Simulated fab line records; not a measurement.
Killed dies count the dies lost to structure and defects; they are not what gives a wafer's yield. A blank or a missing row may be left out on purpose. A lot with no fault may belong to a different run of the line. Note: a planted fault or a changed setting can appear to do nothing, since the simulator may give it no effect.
fab line records :: flow n5_finfet
[record]
  lots = 13
  wafers = 38
  last_day = 18
route steps=1938 shown BEOL_M10@1471 PASSIVATION@1936
lots untouched by any fault: they come from a run of this same line in which no faults occurred
start_h: hours from the record's opening day to when the first of the lot's shown wafers began :: wait_h: time in hours since the lot's previous step :: " same as the row above :: L1.1+2: several wafers, shown together as one row :: - no value, or no start given :: * or withheld: withheld :: < > ~ a bound
route shown NAME@n: NAME is a module with steps in the file, n the number in the route of the first one :: usual: average and standard deviation across the fault-free wafers :: same: alike in all rows :: chamber/n: place in a boat :: sites: per-site readings :: _std_site: standard deviation of those values :: _edge_site: outer sites' mean less inner sites' :: radius_mm: for every site, how far away it sits from the centre of the wafer :: mask NAME#n: copy n :: behind: the most recent tool/chamber to have shaped the wafer :: hold: what put the lot on hold/how long, in hours/how the hold closed :: device: names the non-switching transistor (n, p or np) :: end of line: tests run on the same wafers once the route is complete :: where a step has no rows: the recipe by itself :: killed: dies that structure and defects cost at the first sort, which is not the same as the wafer's yield :: map: per-die view of a wafer (x killed, . not killed, _ where there is no die)
set.NAME: the setting as run; set.NAME@STEP: as run at that earlier step :: model.NAME: the simulator's own value behind a step, which no gauge read
one table for each step of the route and one row for each wafer, over a sample of lots
services: from which hour (start_h, from the record's first day; less than 0 if before it) a tool's chamber was out of use, for how many hours, and why
[[steps]]
[step N5_BEOL_M10_CURE_71]
[recipe]
  temp_c = 385
  time_s = 240
  ambient = He/Ar
  material = SiCOH_lowk
[usual]
  lamp_power_pct = 52.32/0.054
  wafer_temp_C_max = 386.9/0.69
lot.wafer: L568.3
tool: uv_cure-02
chamber: 2
start_h: 224.33
wait_h: 0.2
lamp_power_pct: 52.44
wafer_temp_C_max: 386.3

lot.wafer: L568.4
tool: uv_cure-02
chamber: 2
start_h: 224.33
wait_h: 0.2
lamp_power_pct: 52.38
wafer_temp_C_max: 386.0

lot.wafer: L568.6
tool: uv_cure-02
chamber: 2
start_h: 224.33
wait_h: 0.2
lamp_power_pct: 52.34
wafer_temp_C_max: 386.3

lot.wafer: L573.1
tool: uv_cure-01
chamber: 2
start_h: 262.27
wait_h: 0.0
lamp_power_pct: 52.30
wafer_temp_C_max: 387.2

lot.wafer: L573.4
tool: uv_cure-01
chamber: 2
start_h: 262.27
wait_h: 0.0
lamp_power_pct: 52.31
wafer_temp_C_max: 387.6

lot.wafer: L573.6
tool: uv_cure-01
chamber: 2
start_h: 262.27
wait_h: 0.0
lamp_power_pct: 52.40
wafer_temp_C_max: 388.8

lot.wafer: L572.2
tool: uv_cure-02
chamber: 1
start_h: 262.76
wait_h: 0.3
lamp_power_pct: 52.29
wafer_temp_C_max: 386.6

lot.wafer: L572.3
tool: uv_cure-02
chamber: 1
start_h: 262.76
wait_h: 0.3
lamp_power_pct: 52.29
wafer_temp_C_max: 387.6

lot.wafer: L572.6
tool: uv_cure-02
chamber: 1
start_h: 262.76
wait_h: 0.3
lamp_power_pct: 52.40
wafer_temp_C_max: 386.8

lot.wafer: L576.2
tool: uv_cure-01
chamber: 0
start_h: 274.50
wait_h: 0.1
lamp_power_pct: 52.29
wafer_temp_C_max: 387.0

lot.wafer: L576.4
tool: uv_cure-01
chamber: 0
start_h: 274.50
wait_h: 0.1
lamp_power_pct: 52.34
wafer_temp_C_max: 386.8

lot.wafer: L576.5
tool: uv_cure-01
chamber: 0
start_h: 274.50
wait_h: 0.1
lamp_power_pct: 52.28
wafer_temp_C_max: 386.8

lot.wafer: L575.3
tool: uv_cure-03
chamber: 2
start_h: 274.85
wait_h: 0.2
lamp_power_pct: 52.32
wafer_temp_C_max: 386.8

lot.wafer: L575.5
tool: uv_cure-03
chamber: 2
start_h: 274.85
wait_h: 0.2
lamp_power_pct: 52.26
wafer_temp_C_max: 386.4

lot.wafer: L575.6
tool: uv_cure-03
chamber: 2
start_h: 274.85
wait_h: 0.2
lamp_power_pct: 52.35
wafer_temp_C_max: 386.9

lot.wafer: L577.1
tool: uv_cure-03
chamber: 1
start_h: 278.19
wait_h: 0.0
lamp_power_pct: 52.32
wafer_temp_C_max: 386.2

lot.wafer: L577.4
tool: uv_cure-03
chamber: 1
start_h: 278.19
wait_h: 0.0
lamp_power_pct: 52.28
wafer_temp_C_max: 386.1

lot.wafer: L577.6
tool: uv_cure-03
chamber: 1
start_h: 278.19
wait_h: 0.0
lamp_power_pct: 52.38
wafer_temp_C_max: 386.2

lot.wafer: L581.1
tool: uv_cure-01
chamber: 0
start_h: 301.98
wait_h: 0.0
lamp_power_pct: 52.45
wafer_temp_C_max: 387.3

lot.wafer: L581.3
tool: uv_cure-01
chamber: 0
start_h: 301.98
wait_h: 0.0
lamp_power_pct: 52.36
wafer_temp_C_max: 387.0

lot.wafer: L581.5
tool: uv_cure-01
chamber: 0
start_h: 301.98
wait_h: 0.0
lamp_power_pct: 52.33
wafer_temp_C_max: 386.6

lot.wafer: L580.2
tool: uv_cure-02
chamber: 0
start_h: 303.10
wait_h: 0.1
lamp_power_pct: 52.27
wafer_temp_C_max: 388.3

lot.wafer: L580.3
tool: uv_cure-02
chamber: 0
start_h: 303.10
wait_h: 0.1
lamp_power_pct: 52.45
wafer_temp_C_max: 388.8

lot.wafer: L580.4
tool: uv_cure-02
chamber: 0
start_h: 303.10
wait_h: 0.1
lamp_power_pct: 52.28
wafer_temp_C_max: 388.0

lot.wafer: L583.1
tool: uv_cure-01
chamber: 1
start_h: 316.26
wait_h: 0.0
lamp_power_pct: 52.37
wafer_temp_C_max: 387.1

lot.wafer: L583.5
tool: uv_cure-01
chamber: 1
start_h: 316.26
wait_h: 0.0
lamp_power_pct: 52.39
wafer_temp_C_max: 386.7

lot.wafer: L583.6
tool: uv_cure-01
chamber: 1
start_h: 316.26
wait_h: 0.0
lamp_power_pct: 52.28
wafer_temp_C_max: 386.5

lot.wafer: L582.1
tool: uv_cure-02
chamber: 0
start_h: 321.83
wait_h: 0.1
lamp_power_pct: 52.24
wafer_temp_C_max: 386.9

lot.wafer: L582.4
tool: uv_cure-02
chamber: 0
start_h: 321.83
wait_h: 0.1
lamp_power_pct: 52.26
wafer_temp_C_max: 387.9

lot.wafer: L582.5
tool: uv_cure-02
chamber: 0
start_h: 321.83
wait_h: 0.1
lamp_power_pct: 52.37
wafer_temp_C_max: 387.3

lot.wafer: L588.3
tool: uv_cure-03
chamber: 0
start_h: 354.86
wait_h: 0.2
lamp_power_pct: 52.31
wafer_temp_C_max: 386.0

lot.wafer: L588.4
tool: uv_cure-03
chamber: 0
start_h: 354.86
wait_h: 0.2
lamp_power_pct: 52.34
wafer_temp_C_max: 385.8

lot.wafer: L588.6
tool: uv_cure-03
chamber: 0
start_h: 354.86
wait_h: 0.2
lamp_power_pct: 52.32
wafer_temp_C_max: 385.7

lot.wafer: L590.3
tool: uv_cure-01
chamber: 1
start_h: 356.37
wait_h: 0.2
lamp_power_pct: 52.37
wafer_temp_C_max: 386.7

lot.wafer: L590.5
tool: uv_cure-01
chamber: 1
start_h: 356.37
wait_h: 0.2
lamp_power_pct: 52.30
wafer_temp_C_max: 386.9

lot.wafer: L590.6
tool: uv_cure-01
chamber: 1
start_h: 356.37
wait_h: 0.2
lamp_power_pct: 52.32
wafer_temp_C_max: 386.4

lot.wafer: L591.2
tool: uv_cure-01
chamber: 0
start_h: 368.80
wait_h: 0.4
lamp_power_pct: 52.28
wafer_temp_C_max: 386.6

lot.wafer: L591.5
tool: uv_cure-01
chamber: 0
start_h: 368.80
wait_h: 0.4
lamp_power_pct: 52.30
wafer_temp_C_max: 386.6
[step N5_BEOL_M10_THK_MEAS_01]
[recipe]
  reads = SiCOH_lowk_of_BEOL_M10_ILD_DEP_00
[usual]
  M10_ILD_THK = 267/3.9
lot.wafer: L568.3
tool: film_metro-02
chamber: -
start_h: 224.68
wait_h: 0.3
M10_ILD_THK[nm]: 267

lot.wafer: L568.4
tool: film_metro-02
chamber: -
start_h: 224.68
wait_h: 0.3
M10_ILD_THK[nm]: 272

lot.wafer: L568.6
tool: film_metro-02
chamber: -
start_h: 224.68
wait_h: 0.3
M10_ILD_THK[nm]: 270

lot.wafer: L573.1
tool: film_metro-02
chamber: -
start_h: 262.79
wait_h: 0.4
M10_ILD_THK[nm]: 264

lot.wafer: L573.4
tool: film_metro-02
chamber: -
start_h: 262.79
wait_h: 0.4
M10_ILD_THK[nm]: 261

lot.wafer: L573.6
tool: film_metro-02
chamber: -
start_h: 262.79
wait_h: 0.4
M10_ILD_THK[nm]: 268

lot.wafer: L572.2
tool: film_metro-01
chamber: -
start_h: 263.19
wait_h: 0.4
M10_ILD_THK[nm]: 270

lot.wafer: L572.3
tool: film_metro-01
chamber: -
start_h: 263.19
wait_h: 0.4
M10_ILD_THK[nm]: 268

lot.wafer: L572.6
tool: film_metro-01
chamber: -
start_h: 263.19
wait_h: 0.4
M10_ILD_THK[nm]: 270

lot.wafer: L576.2
tool: film_metro-01
chamber: -
start_h: 274.93
wait_h: 0.4
M10_ILD_THK[nm]: 269

lot.wafer: L576.4
tool: film_metro-01
chamber: -
start_h: 274.93
wait_h: 0.4
M10_ILD_THK[nm]: 271

lot.wafer: L576.5
tool: film_metro-01
chamber: -
start_h: 274.93
wait_h: 0.4
M10_ILD_THK[nm]: 272

lot.wafer: L575.3
tool: film_metro-01
chamber: -
start_h: 275.21
wait_h: 0.3
M10_ILD_THK[nm]: 264

lot.wafer: L575.5
tool: film_metro-01
chamber: -
start_h: 275.21
wait_h: 0.3
M10_ILD_THK[nm]: 269

lot.wafer: L575.6
tool: film_metro-01
chamber: -
start_h: 275.21
wait_h: 0.3
M10_ILD_THK[nm]: 267

lot.wafer: L577.1
tool: film_metro-02
chamber: -
start_h: 278.70
wait_h: 0.4
M10_ILD_THK[nm]: 267

lot.wafer: L577.4
tool: film_metro-02
chamber: -
start_h: 278.70
wait_h: 0.4
M10_ILD_THK[nm]: 273

lot.wafer: L577.6
tool: film_metro-02
chamber: -
start_h: 278.70
wait_h: 0.4
M10_ILD_THK[nm]: 269

lot.wafer: L581.1
tool: film_metro-02
chamber: -
start_h: 302.50
wait_h: 0.4
M10_ILD_THK[nm]: 264

lot.wafer: L581.3
tool: film_metro-02
chamber: -
start_h: 302.50
wait_h: 0.4
M10_ILD_THK[nm]: 266

lot.wafer: L581.5
tool: film_metro-02
chamber: -
start_h: 302.50
wait_h: 0.4
M10_ILD_THK[nm]: 270

lot.wafer: L580.2
tool: film_metro-02
chamber: -
start_h: 303.53
wait_h: 0.4
M10_ILD_THK[nm]: 260

lot.wafer: L580.3
tool: film_metro-02
chamber: -
start_h: 303.53
wait_h: 0.4
M10_ILD_THK[nm]: 269

lot.wafer: L580.4
tool: film_metro-02
chamber: -
start_h: 303.53
wait_h: 0.4
M10_ILD_THK[nm]: 265

lot.wafer: L583.1
tool: film_metro-01
chamber: -
start_h: 317.25
wait_h: 0.8
M10_ILD_THK[nm]: 258

lot.wafer: L583.5
tool: film_metro-01
chamber: -
start_h: 317.25
wait_h: 0.8
M10_ILD_THK[nm]: 263

lot.wafer: L583.6
tool: film_metro-01
chamber: -
start_h: 317.25
wait_h: 0.8
M10_ILD_THK[nm]: 269

lot.wafer: L582.1
tool: film_metro-01
chamber: -
start_h: 322.34
wait_h: 0.4
M10_ILD_THK[nm]: 268

lot.wafer: L582.4
tool: film_metro-01
chamber: -
start_h: 322.34
wait_h: 0.4
M10_ILD_THK[nm]: 273

lot.wafer: L582.5
tool: film_metro-01
chamber: -
start_h: 322.34
wait_h: 0.4
M10_ILD_THK[nm]: 270

lot.wafer: L588.3
tool: film_metro-01
chamber: -
start_h: 355.21
wait_h: 0.3
M10_ILD_THK[nm]: 264

lot.wafer: L588.4
tool: film_metro-01
chamber: -
start_h: 355.21
wait_h: 0.3
M10_ILD_THK[nm]: 268

lot.wafer: L588.6
tool: film_metro-01
chamber: -
start_h: 355.21
wait_h: 0.3
M10_ILD_THK[nm]: 265

lot.wafer: L590.3
tool: film_metro-01
chamber: -
start_h: 356.73
wait_h: 0.3
M10_ILD_THK[nm]: 264

lot.wafer: L590.5
tool: film_metro-01
chamber: -
start_h: 356.73
wait_h: 0.3
M10_ILD_THK[nm]: 267

lot.wafer: L590.6
tool: film_metro-01
chamber: -
start_h: 356.73
wait_h: 0.3
M10_ILD_THK[nm]: 271

lot.wafer: L591.2
tool: film_metro-02
chamber: -
start_h: 369.24
wait_h: 0.4
M10_ILD_THK[nm]: 262

lot.wafer: L591.5
tool: film_metro-02
chamber: -
start_h: 369.24
wait_h: 0.4
M10_ILD_THK[nm]: 270
[step N5_BEOL_M10_COAT_05]
[recipe]
  resist = CAR-ArF
  spin_rpm = 1500
  resist_thk_nm = 90
[usual]
  spin_speed_rpm = 1499.9/0.92
lot.wafer: L568.3
tool: litho_track-05
chamber: 0
start_h: 225.10
wait_h: -
spin_speed_rpm: 1499.6

lot.wafer: L568.4
tool: litho_track-05
chamber: 0
start_h: 225.10
wait_h: -
spin_speed_rpm: 1499.4

lot.wafer: L568.6
tool: litho_track-05
chamber: 0
start_h: 225.10
wait_h: -
spin_speed_rpm: 1499.4

lot.wafer: L573.1
tool: litho_track-02
chamber: 0
start_h: 263.41
wait_h: -
spin_speed_rpm: 1500.0

lot.wafer: L573.4
tool: litho_track-02
chamber: 0
start_h: 263.41
wait_h: -
spin_speed_rpm: 1497.7

lot.wafer: L573.6
tool: litho_track-02
chamber: 0
start_h: 263.41
wait_h: -
spin_speed_rpm: 1500.4

lot.wafer: L572.2
tool: litho_track-02
chamber: 0
start_h: 264.15
wait_h: -
spin_speed_rpm: 1500.0

lot.wafer: L572.3
tool: litho_track-02
chamber: 0
start_h: 264.15
wait_h: -
spin_speed_rpm: 1499.5

lot.wafer: L572.6
tool: litho_track-02
chamber: 0
start_h: 264.15
wait_h: -
spin_speed_rpm: 1499.7

lot.wafer: L576.2
tool: litho_track-05
chamber: 0
start_h: 276.18
wait_h: -
spin_speed_rpm: 1498.3

lot.wafer: L576.4
tool: litho_track-05
chamber: 0
start_h: 276.18
wait_h: -
spin_speed_rpm: 1499.6

lot.wafer: L576.5
tool: litho_track-05
chamber: 0
start_h: 276.18
wait_h: -
spin_speed_rpm: 1500.1

lot.wafer: L575.3
tool: litho_track-03
chamber: 0
start_h: 276.21
wait_h: -
spin_speed_rpm: 1499.5

lot.wafer: L575.5
tool: litho_track-03
chamber: 0
start_h: 276.21
wait_h: -
spin_speed_rpm: 1501.6

lot.wafer: L575.6
tool: litho_track-03
chamber: 0
start_h: 276.21
wait_h: -
spin_speed_rpm: 1499.8

lot.wafer: L577.1
tool: litho_track-02
chamber: 0
start_h: 281.28
wait_h: -
spin_speed_rpm: 1501.6

lot.wafer: L577.4
tool: litho_track-02
chamber: 0
start_h: 281.28
wait_h: -
spin_speed_rpm: 1500.5

lot.wafer: L577.6
tool: litho_track-02
chamber: 0
start_h: 281.28
wait_h: -
spin_speed_rpm: 1501.7

lot.wafer: L581.1
tool: litho_track-05
chamber: 0
start_h: 303.76
wait_h: -
spin_speed_rpm: 1571.9

lot.wafer: L581.3
tool: litho_track-05
chamber: 0
start_h: 303.76
wait_h: -
spin_speed_rpm: 1573.3

lot.wafer: L581.5
tool: litho_track-05
chamber: 0
start_h: 303.76
wait_h: -
spin_speed_rpm: 1572.4

lot.wafer: L580.2
tool: litho_track-03
chamber: 0
start_h: 304.68
wait_h: -
spin_speed_rpm: 1499.9

lot.wafer: L580.3
tool: litho_track-03
chamber: 0
start_h: 304.68
wait_h: -
spin_speed_rpm: 1499.2

lot.wafer: L580.4
tool: litho_track-03
chamber: 0
start_h: 304.68
wait_h: -
spin_speed_rpm: 1500.3

lot.wafer: L583.1
tool: litho_track-05
chamber: 0
start_h: 320.02
wait_h: -
spin_speed_rpm: 1573.1

lot.wafer: L583.5
tool: litho_track-05
chamber: 0
start_h: 320.02
wait_h: -
spin_speed_rpm: 1572.7

lot.wafer: L583.6
tool: litho_track-05
chamber: 0
start_h: 320.02
wait_h: -
spin_speed_rpm: 1572.1

lot.wafer: L582.1
tool: litho_track-05
chamber: 0
start_h: 323.36
wait_h: -
spin_speed_rpm: 1572.3

lot.wafer: L582.4
tool: litho_track-05
chamber: 0
start_h: 323.36
wait_h: -
spin_speed_rpm: 1571.5

lot.wafer: L582.5
tool: litho_track-05
chamber: 0
start_h: 323.36
wait_h: -
spin_speed_rpm: 1573.8

lot.wafer: L588.3
tool: litho_track-02
chamber: 0
start_h: 355.46
wait_h: -
spin_speed_rpm: 1500.2

lot.wafer: L588.4
tool: litho_track-02
chamber: 0
start_h: 355.46
wait_h: -
spin_speed_rpm: 1499.6

lot.wafer: L588.6
tool: litho_track-02
chamber: 0
start_h: 355.46
wait_h: -
spin_speed_rpm: 1499.6

lot.wafer: L590.3
tool: litho_track-02
chamber: 0
start_h: 357.39
wait_h: -
spin_speed_rpm: 1500.0

lot.wafer: L590.5
tool: litho_track-02
chamber: 0
start_h: 357.39
wait_h: -
spin_speed_rpm: 1499.8

lot.wafer: L590.6
tool: litho_track-02
chamber: 0
start_h: 357.39
wait_h: -
spin_speed_rpm: 1501.3

lot.wafer: L591.2
tool: litho_track-02
chamber: 0
start_h: 371.05
wait_h: -
spin_speed_rpm: 1499.5

lot.wafer: L591.5
tool: litho_track-02
chamber: 0
start_h: 371.05
wait_h: -
spin_speed_rpm: 1499.8
[step N5_BEOL_M10_CD_MEAS_11]
[recipe]
  target_cd_nm = 64.1
  landing_energy_ev = 500
  detector = se_inlens
  polarity = opening
[usual]
  cd_nm = 64.2/0.72
lot.wafer: L568.3
tool: cd_sem-02
chamber: 0
start_h: 225.46
wait_h: -
cd_nm: 63.1

lot.wafer: L568.4
tool: cd_sem-02
chamber: 0
start_h: 225.46
wait_h: -
cd_nm: 63.0

lot.wafer: L568.6
tool: cd_sem-02
chamber: 0
start_h: 225.46
wait_h: -
cd_nm: 63.8

lot.wafer: L573.1
tool: cd_sem-02
chamber: 0
start_h: 263.77
wait_h: -
cd_nm: 63.3

lot.wafer: L573.4
tool: cd_sem-02
chamber: 0
start_h: 263.77
wait_h: -
cd_nm: 64.8

lot.wafer: L573.6
tool: cd_sem-02
chamber: 0
start_h: 263.77
wait_h: -
cd_nm: 64.7

lot.wafer: L572.2
tool: cd_sem-03
chamber: 0
start_h: 264.39
wait_h: -
cd_nm: 65.2

lot.wafer: L572.3
tool: cd_sem-03
chamber: 0
start_h: 264.39
wait_h: -
cd_nm: 64.9

lot.wafer: L572.6
tool: cd_sem-03
chamber: 0
start_h: 264.39
wait_h: -
cd_nm: 64.8

lot.wafer: L576.2
tool: cd_sem-02
chamber: 0
start_h: 276.54
wait_h: -
cd_nm: 65.0

lot.wafer: L576.4
tool: cd_sem-02
chamber: 0
start_h: 276.54
wait_h: -
cd_nm: 64.5

lot.wafer: L576.5
tool: cd_sem-02
chamber: 0
start_h: 276.54
wait_h: -
cd_nm: 64.7

lot.wafer: L575.3
tool: cd_sem-03
chamber: 0
start_h: 276.71
wait_h: -
cd_nm: 63.5

lot.wafer: L575.5
tool: cd_sem-03
chamber: 0
start_h: 276.71
wait_h: -
cd_nm: 62.9

lot.wafer: L575.6
tool: cd_sem-03
chamber: 0
start_h: 276.71
wait_h: -
cd_nm: 63.5

lot.wafer: L577.1
tool: cd_sem-02
chamber: 0
start_h: 281.64
wait_h: -
cd_nm: 63.6

lot.wafer: L577.4
tool: cd_sem-02
chamber: 0
start_h: 281.64
wait_h: -
cd_nm: 63.4

lot.wafer: L577.6
tool: cd_sem-02
chamber: 0
start_h: 281.64
wait_h: -
cd_nm: 63.8

lot.wafer: L581.1
tool: cd_sem-03
chamber: 0
start_h: 304.00
wait_h: -
cd_nm: 64.2

lot.wafer: L581.3
tool: cd_sem-03
chamber: 0
start_h: 304.00
wait_h: -
cd_nm: 63.8

lot.wafer: L581.5
tool: cd_sem-03
chamber: 0
start_h: 304.00
wait_h: -
cd_nm: 64.2

lot.wafer: L580.2
tool: cd_sem-02
chamber: 0
start_h: 305.05
wait_h: -
cd_nm: 64.8

lot.wafer: L580.3
tool: cd_sem-02
chamber: 0
start_h: 305.05
wait_h: -
cd_nm: 64.6

lot.wafer: L580.4
tool: cd_sem-02
chamber: 0
start_h: 305.05
wait_h: -
cd_nm: 65.4

lot.wafer: L583.1
tool: cd_sem-01
chamber: 0
start_h: 320.39
wait_h: -
cd_nm: 63.0

lot.wafer: L583.5
tool: cd_sem-01
chamber: 0
start_h: 320.39
wait_h: -
cd_nm: 63.6

lot.wafer: L583.6
tool: cd_sem-01
chamber: 0
start_h: 320.39
wait_h: -
cd_nm: 63.1

lot.wafer: L582.1
tool: cd_sem-01
chamber: 0
start_h: 323.60
wait_h: -
cd_nm: 64.3

lot.wafer: L582.4
tool: cd_sem-01
chamber: 0
start_h: 323.60
wait_h: -
cd_nm: 64.5

lot.wafer: L582.5
tool: cd_sem-01
chamber: 0
start_h: 323.60
wait_h: -
cd_nm: 64.7

lot.wafer: L588.3
tool: cd_sem-01
chamber: 0
start_h: 355.82
wait_h: -
cd_nm: 65.3

lot.wafer: L588.4
tool: cd_sem-01
chamber: 0
start_h: 355.82
wait_h: -
cd_nm: 64.6

lot.wafer: L588.6
tool: cd_sem-01
chamber: 0
start_h: 355.82
wait_h: -
cd_nm: 64.2

lot.wafer: L590.3
tool: cd_sem-03
chamber: 0
start_h: 357.63
wait_h: -
cd_nm: 64.3

lot.wafer: L590.5
tool: cd_sem-03
chamber: 0
start_h: 357.63
wait_h: -
cd_nm: 64.0

lot.wafer: L590.6
tool: cd_sem-03
chamber: 0
start_h: 357.63
wait_h: -
cd_nm: 63.6

lot.wafer: L591.2
tool: cd_sem-02
chamber: 0
start_h: 371.29
wait_h: -
cd_nm: 64.7

lot.wafer: L591.5
tool: cd_sem-02
chamber: 0
start_h: 371.29
wait_h: -
cd_nm: 63.8
[step N5_PASSIVATION_PROBE_49]
[usual]
  defect_limited_yield = 91.7/1.4
  killed_at_M0_to_M3 = 31/11
  killed_at_M4_up = 13/4.6
  killed_at_contacts = 13/6.7
  killed_at_front_end = 39/9.6
  killed_at_other = 3.5/2.8
  killed_dies = 98/16
  killed_on_rim = 13/4.2
  killed_open = 64/11
  killed_short = 33/8.5
  sort_bin_5_function = 4.9/0.96
  sort_bin_6_memory = 3.1/0.59
  sort_bin_8_speed = 0.2/1.3
  sort_n_pass = 1080/23
  sort_yield_pct = 91.5/1.9
[same]
  gross_dies = 1180
  killed_at_back_side = 0
  sort_bin_4_leakage[%] = 0
lot.wafer: L590.3
tool: prober-01
chamber: -
start_h: 410.91
wait_h: 0.1
defect_limited_yield[%]: 93.2
killed_at_M0_to_M3: 18
killed_at_M4_up: 21
killed_at_contacts: 7
killed_at_front_end: 34
killed_at_other: 0
killed_dies: 80
killed_on_rim: 12
killed_open: 60
killed_short: 19
sort_bin_5_function[%]: 4.3
sort_bin_6_memory[%]: 2.2
sort_bin_8_speed[%]: 0
sort_n_pass: 1100
sort_yield_pct[%]: 93.2

lot.wafer: L590.5
tool: prober-01
chamber: -
start_h: 411.01
wait_h: 0.2
defect_limited_yield[%]: 92.7
killed_at_M0_to_M3: 14
killed_at_M4_up: 17
killed_at_contacts: 15
killed_at_front_end: 39
killed_at_other: 1
killed_dies: 86
killed_on_rim: 8
killed_open: 61
killed_short: 24
sort_bin_5_function[%]: 4.8
sort_bin_6_memory[%]: 2.3
sort_bin_8_speed[%]: 0.1
sort_n_pass: 1093
sort_yield_pct[%]: 92.6

lot.wafer: L590.6
tool: prober-01
chamber: -
start_h: 411.06
wait_h: 0.3
defect_limited_yield[%]: 93.5
killed_at_M0_to_M3: 18
killed_at_M4_up: 12
killed_at_contacts: 9
killed_at_front_end: 36
killed_at_other: 2
killed_dies: 77
killed_on_rim: 12
killed_open: 56
killed_short: 19
sort_bin_5_function[%]: 3.8
sort_bin_6_memory[%]: 2.6
sort_bin_8_speed[%]: 0
sort_n_pass: 1103
sort_yield_pct[%]: 93.5

lot.wafer: L591.2
tool: prober-01
chamber: -
start_h: 422.93
wait_h: 0.1
defect_limited_yield[%]: 91.5
killed_at_M0_to_M3: 24
killed_at_M4_up: 12
killed_at_contacts: 18
killed_at_front_end: 40
killed_at_other: 6
killed_dies: 100
killed_on_rim: 10
killed_open: 69
killed_short: 31
sort_bin_5_function[%]: 4.5
sort_bin_6_memory[%]: 3.7
sort_bin_8_speed[%]: 0
sort_n_pass: 1080
sort_yield_pct[%]: 91.5

lot.wafer: L591.5
tool: prober-01
chamber: -
start_h: 423.08
wait_h: 0.2
defect_limited_yield[%]: 90.3
killed_at_M0_to_M3: 36
killed_at_M4_up: 21
killed_at_contacts: 23
killed_at_front_end: 32
killed_at_other: 3
killed_dies: 115
killed_on_rim: 13
killed_open: 70
killed_short: 45
sort_bin_5_function[%]: 6.2
sort_bin_6_memory[%]: 3.1
sort_bin_8_speed[%]: 0
sort_n_pass: 1065
sort_yield_pct[%]: 90.3
// killed by level:class
L590.3 BEOL_M4:geometric_particle:open=11 STI_FIN_REVEAL:geometric_particle:open=9 FIN_SAQP:geometric_particle:open=6 BEOL_M1:geometric_particle:open=5 DUMMY_GATE:geometric_particle:open=4 GATE_CUT:geometric_particle:short=4 MOL_CONTACT_COAG:geometric_particle:open=4 STARTING-WAFER:geometric_particle:short=4
L590.5 MOL_CONTACT_COAG:geometric_particle:open=14 FIN_SAQP:geometric_particle:open=10 BEOL_M4:geometric_particle:open=10 DUMMY_GATE:geometric_particle:open=8 STI_FIN_REVEAL:geometric_particle:open=5 BEOL_M0_SAQP:geometric_particle:short=4 STARTING-WAFER:geometric_particle:open=4 FIN_SAQP:geometric_particle:short=3
L590.6 FIN_SAQP:geometric_particle:open=17 BEOL_M0_SAQP:geometric_particle:open=6 MOL_CONTACT_COAG:geometric_particle:open=6 BEOL_M4:geometric_particle:open=6 FIN_SAQP:geometric_particle:short=5 BEOL_M1:geometric_particle:open=5 STARTING-WAFER:geometric_particle:short=4 DUMMY_GATE:geometric_particle:open=3
L591.2 STI_FIN_REVEAL:geometric_particle:open=19 MOL_CONTACT_COAG:geometric_particle:open=13 BEOL_M0_SAQP:geometric_particle:short=6 FIN_SAQP:geometric_particle:open=5 MOL_CONTACT_COAG:geometric_particle:short=5 BEOL_M2:geometric_particle:open=5 BEOL_M4:geometric_particle:open=5 STI_FIN_REVEAL:geometric_particle:short=4
L591.5 MOL_CONTACT_COAG:geometric_particle:open=18 BEOL_M0_SAQP:geometric_particle:open=10 BEOL_M4:geometric_particle:open=9 FIN_SAQP:geometric_particle:short=7 STI_FIN_REVEAL:geometric_particle:open=7 BEOL_M0_SAQP:geometric_particle:short=7 BEOL_M1:geometric_particle:open=7 MOL_CONTACT_COAG:geometric_particle:short=5
[[services]]
tool: uv_cure-02
chamber: -
start_h: 211.97
hours: 7.6
kind: repair

tool: uv_cure-01
chamber: -
start_h: 235.86
hours: 1.0
kind: pm

tool: uv_cure-03
chamber: -
start_h: 236.04
hours: 1.0
kind: pm

tool: uv_cure-01
chamber: -
start_h: 271.91
hours: 2.1
kind: pm

tool: litho_track-03
chamber: -
start_h: 328.51
hours: -
kind: consumable_replace:filter

tool: uv_cure-02
chamber: -
start_h: 340.00
hours: 7.5
kind: pm
[[key]]
[first_sign]
  step = N5_BEOL_M10_COAT_05
  reading = spin_speed_rpm
  direction = up
  sigmas = 79
  usual = *
  struck = *
effect none on later readings
met_at N5_BEOL_M10_COAT_05
struck_lots L581,L582,L583
not_acting_at N5_BEOL_M10_CURE_71,N5_BEOL_M10_THK_MEAS_01,N5_BEOL_M10_CD_MEAS_11
onset_between 276.18 303.76
[fault]
  kind = process_parameter_drift
  tool = litho_track-05
  chamber = -
  onset_h = 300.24
  steps = N5_BEOL_M10_COAT_05
  channel = spin_rpm
  offset = *
  shape = step
  end_h = 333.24
  acts_in = *
  stated = *
